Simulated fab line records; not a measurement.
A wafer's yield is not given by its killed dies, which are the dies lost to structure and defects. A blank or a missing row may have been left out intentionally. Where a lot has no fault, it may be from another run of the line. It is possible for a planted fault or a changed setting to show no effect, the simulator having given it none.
Lot-split experiment | flow n5_finfet | 39 wafers read across 7 lots, on a route 1938 steps long

== THE SPLIT ITSELF ==
At N5_PASSIVATION_SPUTTER_20 (material TaN, target thk 50 nm), the setting target_thk_a was moved away from the recipe's 500 angstrom on 15 of the 39 wafers read, by -25.8% to +57.8%. All remaining wafers had this setting at the recipe value.

The reading is taken at the split's own step.

== THE READING ==
TaN_of_PASSIVATION_SPUTTER_20.thk_nm (the simulator's own value, which no gauge read), in nm, at N5_PASSIVATION_SPUTTER_20 (material TaN, target thk 50 nm). The file gives no usual value for it. Across the 24 wafers here that went through the recipe, the average is 50.0 nm and the standard deviation 0.81 nm.

wafer  | tool, chamber at the split | target_thk_a as run, angstrom | against the recipe | TaN_of_PASSIVATION_SPUTTER_20.thk_nm, nm | against lot-mates on the recipe
L084.1 | pvd_sputter-01, -          | 371                           | -25.8%             | 36.4                                     | -13.0
L084.2 | pvd_sputter-01, -          | 371                           | -25.8%             | 36.8                                     | -12.6
L084.3 | pvd_sputter-01, -          | 371                           | -25.8%             | 37.2                                     | -12.2
L084.4 | pvd_sputter-01, -          | 500                           | recipe             | 49.4                                     | -
L084.5 | pvd_sputter-01, -          | 500                           | recipe             | 50.2                                     | -
L084.6 | pvd_sputter-01, -          | 500                           | recipe             | 48.6                                     | -
L085.1 | pvd_sputter-01, -          | 500                           | recipe             | 50.8                                     | -
L085.6 | pvd_sputter-01, -          | 500                           | recipe             | 50.8                                     | -
L085.2 | pvd_sputter-01, -          | 668.6                         | +33.7%             | 68                                       | +17.6
L085.3 | pvd_sputter-01, -          | 668.6                         | +33.7%             | 66                                       | +15.6
L085.4 | pvd_sputter-01, -          | 668.6                         | +33.7%             | 66.8                                     | +16.4
L085.5 | pvd_sputter-01, -          | 500                           | recipe             | 49.6                                     | -
L089.1 | pvd_sputter-03, -          | 500                           | recipe             | 51.4                                     | -
L089.2 | pvd_sputter-03, -          | 500                           | recipe             | 50                                       | -
L089.5 | pvd_sputter-03, -          | 500                           | recipe             | 51.6                                     | -
L091.1 | pvd_sputter-01, -          | 500                           | recipe             | 50.4                                     | -
L091.2 | pvd_sputter-01, -          | 587.6                         | +17.5%             | 58                                       | +7.8
L091.3 | pvd_sputter-01, -          | 500                           | recipe             | 50.8                                     | -
L091.4 | pvd_sputter-01, -          | 587.6                         | +17.5%             | 59.6                                     | +9.4
L091.5 | pvd_sputter-01, -          | 587.6                         | +17.5%             | 60                                       | +9.8
L091.6 | pvd_sputter-01, -          | 500                           | recipe             | 49.4                                     | -
L090.1 | pvd_sputter-03, -          | 500                           | recipe             | 49.4                                     | -
L090.2 | pvd_sputter-03, -          | 500                           | recipe             | 49.2                                     | -
L090.6 | pvd_sputter-03, -          | 500                           | recipe             | 49.2                                     | -
L090.3 | pvd_sputter-03, -          | 500                           | recipe             | 50.8                                     | -
L090.4 | pvd_sputter-03, -          | 500                           | recipe             | 50.4                                     | -
L090.5 | pvd_sputter-03, -          | 500                           | recipe             | 50.4                                     | -
L093.1 | pvd_sputter-02, -          | 422.8                         | -15.4%             | 41.8                                     | -8.1
L093.2 | pvd_sputter-02, -          | 500                           | recipe             | 50.4                                     | -
L093.3 | pvd_sputter-02, -          | 500                           | recipe             | 49.8                                     | -
L093.4 | pvd_sputter-02, -          | 422.8                         | -15.4%             | 43.6                                     | -6.3
L093.6 | pvd_sputter-02, -          | 422.8                         | -15.4%             | 43.6                                     | -6.3
L093.5 | pvd_sputter-02, -          | 500                           | recipe             | 49.4                                     | -
L092.1 | pvd_sputter-01, -          | 500                           | recipe             | 48.4                                     | -
L092.2 | pvd_sputter-01, -          | 789.1                         | +57.8%             | 79.6                                     | +30.3
L092.3 | pvd_sputter-01, -          | 500                           | recipe             | 49.4                                     | -
L092.4 | pvd_sputter-01, -          | 789.1                         | +57.8%             | 79                                       | +29.7
L092.5 | pvd_sputter-01, -          | 500                           | recipe             | 50                                       | -
L092.6 | pvd_sputter-01, -          | 789.1                         | +57.8%             | 78.6                                     | +29.3

FIT RESULTS
A straight line over all 39 wafers: TaN_of_PASSIVATION_SPUTTER_20.thk_nm changes by +0.502 nm for each +1% of target_thk_a; r = +1.00; the points scatter about the line by 0.82 nm.
The same after taking each lot's own level away (the mean of its wafers on the recipe; 39 wafers): +0.503 nm for each +1%; r = +1.00; scatter 0.75 nm.
According to that fit, moving target_thk_a by its largest amount changes the reading by 29 nm.
The span of the lots' own levels, 49.27 to 51.00 nm, comes to 2.2 times the standard deviation stated above.
Hence the lot-to-lot level has little effect on the slope; both slopes agree.
Check: for one of the wafers moved furthest among these (+57.8%), held out of the fit, the line's prediction against its lot-mates is +28.9 nm. It came out at +30.3 nm against them.

== THESE WAFERS: OTHER SPLITS ==
These wafers also went through other splits before the reading. Each is held against what the fit with the lots' levels taken away leaves over:
other split on the same wafers  | wafers away from the commonest value | r with TaN_of_PASSIVATION_SPUTTER_20.thk_nm (lot level and that fit taken away)
N5_BEOL_M9_ETCH_62 time_s       | 9                                    | -0.08
N5_BEOL_M10_CVD_75 target_thk_a | 15                                   | -0.23
N5_BEOL_M13_ETCH_68 time_s      | 12                                   | -0.08

== THE FILE'S OWN FIT ==
TaN_of_PASSIVATION_SPUTTER_20.thk_nm changes by +0.504 nm for each +1% of target_thk_a, r = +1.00.
